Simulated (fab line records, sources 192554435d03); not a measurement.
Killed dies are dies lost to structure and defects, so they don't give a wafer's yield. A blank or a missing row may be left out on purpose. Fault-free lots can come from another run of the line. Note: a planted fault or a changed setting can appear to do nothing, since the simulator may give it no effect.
Which tool is to blame? | flow n5_finfet | 7 lots, 19 wafers sampled, at 3 steps of a route of 1938

== WHAT EACH GAUGE READ, for each wafer ==
N5_BEOL_M6_CD_MEAS_28: the cd target is 40 nm.
lot  | measured     | on        | cd_nm (nm)
L955 | day 10 10:52 | cd_sem-01 | 39.80 40.61 40.28
L958 | day 10 16:59 | cd_sem-01 | 40.14 40.46 40.12
L961 | day 11 13:58 | cd_sem-02 | 39.60 40.18 40.03
L964 | day 12 10:14 | cd_sem-01 | 39.83 40.02
L965 | day 12 17:28 | cd_sem-01 | 39.97 39.72 39.94
L970 | day 14 05:34 | cd_sem-01 | 40.05 40.19 40.27
L975 | day 16 00:48 | cd_sem-03 | 40.36 40.20

== WHAT TOOL EACH LOT RAN ON (gives the tool, then ch and the chambers of the sampled wafers, and finally the start) ==
lot  | N5_BEOL_M6_CURE_74            | N5_BEOL_M6_COAT_71
L955 | uv_cure-01 ch 2, day 10 07:33 | litho_track-02 ch 0, day 10 10:36
L958 | uv_cure-02 ch 1, day 10 13:02 | litho_track-04 ch 0, day 10 16:32
L961 | uv_cure-02 ch 0, day 11 08:10 | litho_track-03 ch 0, day 11 13:41
L964 | uv_cure-01 ch 2, day 12 07:48 | litho_track-04 ch 0, day 12 09:50
L965 | uv_cure-02 ch 2, day 12 13:39 | litho_track-03 ch 0, day 12 17:05
L970 | uv_cure-02 ch 2, day 13 23:46 | litho_track-03 ch 0, day 14 04:59
L975 | uv_cure-01 ch 2, day 15 19:01 | litho_track-02 ch 0, day 16 00:31
- N5_BEOL_M6_CURE_74: cures SiCOH lowk, time 240 s.
- N5_BEOL_M6_COAT_71: time 60 s, resist thk 5 nm.

== THE ANSWER, worked out from the rows above alone ==
Rule: the usual values come from the lots themselves. The widest of any qualifying gaps counts: lots, ordered by their means at a reading, are off when they make up no more than a third of the lots, leave a main group of 4 or more, and stand apart from it by 3 or more times the standard deviation of that group's means. A main group whose means are all the same, to the digits that the tables above print for the reading, isn't used. A lot without any number at a reading at which 4 lots or more have one is off too. All remaining lots with rows at the step are treated as sound.
None of the lots is off at any reading shown; this tells nothing.

== WHAT THE SIMULATOR HAD INSERTED ==
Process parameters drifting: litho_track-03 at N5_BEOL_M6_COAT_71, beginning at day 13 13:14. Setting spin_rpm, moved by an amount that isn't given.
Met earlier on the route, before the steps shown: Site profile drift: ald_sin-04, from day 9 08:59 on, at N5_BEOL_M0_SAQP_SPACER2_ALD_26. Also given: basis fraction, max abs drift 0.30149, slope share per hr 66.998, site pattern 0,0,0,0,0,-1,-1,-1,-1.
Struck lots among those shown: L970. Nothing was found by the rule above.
